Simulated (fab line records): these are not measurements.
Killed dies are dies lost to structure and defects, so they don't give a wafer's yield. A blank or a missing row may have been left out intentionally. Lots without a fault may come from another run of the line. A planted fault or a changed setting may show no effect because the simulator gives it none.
Matching of chambers    flow nand harc    NHARC_P_M0_CMP_23 on cmp-02: 4 sister chambers
The step polishes, t overpolish 20 s, target thk 117.54 nm. 7 wafers are shown with their chamber, then 7 later ones without.

== EACH WAFER AND ITS CHAMBER ==
wafer   chamber  motor current A (A)  time to endpoint s (s)
L960.3  1        10.7                 29.9
L962.5  2        12.5                 29.0
L962.6  3        12.6                 28.8
L972.1  2        13.4                 31.2
L972.3  3        12.7                 27.7
L973.4  0        10.6                 28.2
L973.5  0        10.9                 26.4

== WAFERS WITHOUT THEIR CHAMBER ==
wafer   motor current A (A)  time to endpoint s (s)
L973.6  11.0                 26.2
L975.1  11.5                 29.3
L975.2  13.9                 29.9
L975.3  11.1                 28.5
L974.1  13.1                 29.6
L974.3  11.0                 28.7
L974.4  11.0                 27.2

== CHAMBER TAKEN BY EACH ==
wafer   from the rows above                in truth
L973.6  can't be placed: 0 or 1            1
L975.1  can't be placed: 1 or 0 or 3 or 2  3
L975.2  can't be placed: 2 or 3            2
L975.3  can't be placed: 0 or 1            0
L974.1  can't be placed: 2 or 3            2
L974.3  can't be placed: 1 or 0            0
L974.4  can't be placed: 0 or 1            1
Correct placement for 0 of the 7. Cannot be placed on the basis of these rows: 7; the candidates contain the true chamber in 7. 0 placed wrongly.
How it was worked out, from the rows above alone: a wafer's distance from a chamber is the root of the sum, over the readings, of the square of ((its reading less the chamber's mean) divided by the reading's scatter). If the next closest chamber is less than 2 further off than the closest, the wafer can't be placed; otherwise it belongs to the closest. For every chamber, the mean is computed from those of its wafers that are shown. The scatter is the square root of a quotient: the sum, over the shown wafers, of each reading's squared deviation from its chamber's mean, divided by wafers minus chambers.
